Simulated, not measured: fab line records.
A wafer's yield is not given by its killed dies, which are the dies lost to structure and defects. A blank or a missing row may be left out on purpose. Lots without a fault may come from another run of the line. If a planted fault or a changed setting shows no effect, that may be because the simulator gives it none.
What tool caused it? | flow nandHarc | 6 lots (18 wafers sampled), 1 step of a 1159-step route

== WHAT EACH GAUGE READ, for each wafer ==
NHARC_A_M1_CD_MEAS_09: the cd target is 120 nm.
lot  | measured     | on       | cdNm (nm)
L329 | day 18 04:51 | cdSem-03 | 119.6 120.7 120.9
L328 | day 19 10:15 | cdSem-03 | 120.7 119.5 120.1
L333 | day 20 08:27 | cdSem-03 | 121.1 121.4 120.7
L336 | day 20 20:08 | cdSem-01 | 119.9 121.7 121.3
L341 | day 21 21:37 | cdSem-03 | 120.5 120.8 121.4
L346 | day 22 20:13 | cdSem-02 | 120.6 119.9 119.1

== EACH LOT AND THE TOOL THAT RAN IT (in order: tool; ch and the chambers of the sampled wafers; start) ==
Record: no process step prior to these readings.

== THE ANSWER, worked out from the rows above alone ==
Rule: the usual values come from the lots themselves. Put in order of their means at a reading, lots are off if they are a third of the lots or fewer, leave a main group of 4 or more, and stand apart from it by a gap of 3 or more times the standard deviation of the main group's means; of several such gaps the widest counts. The tables above print the reading to a certain number of digits; a main group whose means all agree to those digits is not used. A lot without any number at a reading at which 4 lots or more have one is off too. All remaining lots with rows at the step are treated as sound.
Nothing can be told from this: no lot is off at any reading shown.

== WHAT THE SIMULATOR HAD PUT IN ==
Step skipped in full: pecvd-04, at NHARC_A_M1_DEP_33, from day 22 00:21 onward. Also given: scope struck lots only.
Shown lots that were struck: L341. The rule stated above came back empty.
